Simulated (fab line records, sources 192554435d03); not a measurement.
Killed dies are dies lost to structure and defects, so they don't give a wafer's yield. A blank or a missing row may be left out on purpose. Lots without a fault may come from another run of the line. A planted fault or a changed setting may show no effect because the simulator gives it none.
Chamber matching | flow n5_finfet | N5_BEOL_M12_ETCH_59 on rie_diel-04: 4 sister chambers
The step etches BARC in N2/H2, target depth 89 nm, overetch 26.7 nm, time 67.9 s. 4 wafers are shown with their chamber, then 9 later ones without.

WAFERS WITH THEIR CHAMBER
wafer  | chamber | showerhead_plenum_p_Torr (Torr)
L083.6 | 0       | 2.61
L087.1 | 2       | 2.50
L087.5 | 1       | 2.60
L087.6 | 3       | 2.43

WAFERS WITHOUT THEIR CHAMBER
wafer  | showerhead_plenum_p_Torr (Torr)
L090.3 | 2.43
L090.5 | 2.43
L090.6 | 2.50
L091.1 | 2.43
L091.4 | 2.60
L091.5 | 2.50
L094.1 | 2.49
L094.2 | 2.59
L094.6 | 2.60

WHICH CHAMBER EACH WENT THROUGH
wafer  | from the rows above | in truth
L090.3 | 3                   | 3
L090.5 | 3                   | 3
L090.6 | 2                   | 2
L091.1 | 3                   | 3
L091.4 | 1                   | 1
L091.5 | 2                   | 2
L094.1 | 2                   | 2
L094.2 | 1                   | 1
L094.6 | 1                   | 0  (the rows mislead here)
Placed correctly: 8 of 9. Can't be placed from these rows: 0. Placed wrongly: 1.
How it was worked out, from the rows above alone: a wafer's distance from a chamber is the root of the sum, over the readings, of the square of ((its reading less the chamber's mean) divided by the reading's scatter). The wafer belongs to the nearest chamber; if the next one is less than 2 further off, it can't be placed. A chamber's mean is the mean of its shown wafers. The scatter: with one shown wafer a chamber, the root of the mean of the squares of how far each hidden wafer lies from its nearest shown one.
